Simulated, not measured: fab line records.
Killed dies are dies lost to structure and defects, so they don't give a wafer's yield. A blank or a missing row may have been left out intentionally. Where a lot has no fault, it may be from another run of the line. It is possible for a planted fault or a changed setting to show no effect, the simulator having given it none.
Chamber matching | flow nand_harc | NHARC_P_STI_ETCH_42 on rie_diel-11 has 4 sister chambers
The step etches the open film in N2/H2, target depth 80 nm, overetch 24 nm, time 61 s. 14 wafers are shown with their chamber, then 7 later ones without.

## WAFERS PAIRED WITH THEIR CHAMBERS
wafer  | chamber | showerhead_plenum_p_Torr (Torr) | drypump_motor_current_A (A) | rf_vpp_V (V)
L933.1 | 3       | 2.07                            | 5.0                         | 432.0
L933.2 | 2       | 2.02                            | 5.7                         | 429.3
L933.5 | 3       | 2.07                            | 5.0                         | 430.9
L936.1 | 2       | 2.02                            | 5.7                         | 429.0
L936.4 | 0       | 1.99                            | 5.1                         | 430.4
L936.5 | 1       | 2.06                            | 5.4                         | 430.8
L947.3 | 2       | 2.02                            | 5.7                         | 430.2
L947.5 | 2       | 2.02                            | 5.7                         | 430.3
L947.6 | 3       | 2.07                            | 5.0                         | 432.5
L949.1 | 3       | 2.07                            | 4.9                         | 432.4
L949.2 | 0       | 1.99                            | 5.0                         | 428.8
L949.5 | 0       | 1.99                            | 5.1                         | 429.4
L950.2 | 3       | 2.06                            | 4.9                         | 433.2
L950.4 | 1       | 2.06                            | 5.4                         | 432.2

SIGNATURES (means of the wafers above)
reading                  | chamber 0 | chamber 1 | chamber 2 | chamber 3 | scatter within a chamber
showerhead_plenum_p_Torr | 1.9900    | 2.0600    | 2.0200    | 2.0680    | 0.00283
drypump_motor_current_A  | 5.067     | 5.400     | 5.700     | 4.960     | 0.0432
rf_vpp_V                 | 429.533   | 431.500   | 429.700   | 432.200   | 0.8
Rule: a wafer's distance from a chamber is the root of the sum, over the readings, of the square of ((its reading less the chamber's mean) divided by the reading's scatter). If the next closest chamber is less than 2 further off than the closest, the wafer can't be placed; otherwise it belongs to the closest. The scatter: take each reading less its chamber's mean, square it, sum over the shown wafers, divide by the number of wafers less the number of chambers, and take the root.

## WAFERS WITHOUT THEIR CHAMBER
wafer  | showerhead_plenum_p_Torr (Torr) | drypump_motor_current_A (A) | rf_vpp_V (V)
L950.5 | 2.06                            | 4.9                         | 430.7
L951.1 | 1.99                            | 5.1                         | 429.3
L951.2 | 2.06                            | 4.9                         | 431.3
L951.3 | 2.02                            | 5.7                         | 430.0
L953.3 | 2.06                            | 5.4                         | 431.0
L953.4 | 1.99                            | 5.0                         | 428.3
L953.5 | 2.02                            | 5.7                         | 430.9

## WHICH CHAMBER EACH WENT THROUGH
wafer  | from the rows above | in truth
L950.5 | 3                   | 3
L951.1 | 0                   | 0
L951.2 | 3                   | 3
L951.3 | 2                   | 2
L953.3 | 1                   | 1
L953.4 | 0                   | 0
L953.5 | 2                   | 2
Correct placement for 7 of the 7. From these rows, 0 cannot be placed. Wrongly placed: 0.
